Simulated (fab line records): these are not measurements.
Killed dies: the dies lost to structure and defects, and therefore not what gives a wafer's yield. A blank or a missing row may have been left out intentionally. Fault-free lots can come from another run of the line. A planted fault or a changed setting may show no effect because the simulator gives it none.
Chamber matching | flow nandHarc | 4 sister chambers for NHARC_THIN_TSV_ETCHBACK_48 on rieDiel-09
The step etches the open film in C4F8/Ar, target depth 1028.5 nm, time 405.17 s. 14 wafers are shown with their chamber, then 7 later ones without.

== WAFERS WITH THEIR CHAMBER ==
wafer  | chamber | rfVppV (V) | oesProductAu (a.u.) | biasW (W)
L494.1 | 2       | 543        | 0.91                | 301.1
L494.2 | 0       | 546        | 0.92                | 299.7
L494.3 | 1       | 542        | 0.91                | 298.7
L495.2 | 2       | 541        | 0.92                | 300.0
L495.3 | 0       | 547        | 0.93                | 299.4
L495.6 | 3       | 541        | 0.96                | 300.9
L497.3 | 0       | 547        | 0.93                | 299.8
L497.4 | 1       | 543        | 0.91                | 297.9
L497.5 | 0       | 546        | 0.92                | 301.1
L511.1 | 3       | 543        | 0.97                | 299.7
L511.2 | 2       | 541        | 0.95                | 299.6
L511.6 | 3       | 542        | 0.98                | 298.9
L509.1 | 2       | 541        | 0.99                | 299.9
L509.3 | 0       | 546        | 0.99                | 299.6

SIGNATURES (means of the wafers above)
reading      | chamber 0 | chamber 1 | chamber 2 | chamber 3 | scatter within a chamber
rfVppV       | 546.40    | 542.50    | 541.50    | 542.00    | 0.819
oesProductAu | 0.9380    | 0.9100    | 0.9425    | 0.9700    | 0.0275
biasW        | 299.920   | 298.300   | 300.150   | 299.833   | 0.739
Rule: distance of a wafer from a chamber = root of the sum over the readings of ((wafer's reading minus chamber's mean) / reading's scatter) squared. The wafer belongs to the nearest chamber; if the next one is less than 2 further off, it can't be placed. The scatter: the root of (the sum of the squares of (reading less its chamber's mean) over the shown wafers, divided by (wafers less chambers)).

== WAFERS WITH NO CHAMBER GIVEN ==
wafer  | rfVppV (V) | oesProductAu (a.u.) | biasW (W)
L509.5 | 542        | 1.00                | 298.9
L516.4 | 545        | 0.96                | 299.6
L516.5 | 543        | 0.96                | 300.6
L516.6 | 542        | 0.95                | 299.1
L517.1 | 545        | 0.93                | 299.2
L517.2 | 543        | 0.93                | 302.0
L517.4 | 542        | 0.92                | 300.4

== CHAMBER TAKEN BY EACH ==
wafer  | from the rows above               | in truth
L509.5 | can't be placed: 3 or 2 or 1      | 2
L516.4 | can't be placed: 0 or 3           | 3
L516.5 | can't be placed: 3 or 2           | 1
L516.6 | can't be placed: 3 or 2 or 1      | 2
L517.1 | can't be placed: 0 or 1           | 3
L517.2 | can't be placed: 2 or 3 or 0 or 1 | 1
L517.4 | can't be placed: 2 or 3 or 1      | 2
Placed correctly: 0 of 7. These rows do not allow placing 7 (true chamber among the candidates in 5). Number placed wrongly: 0.
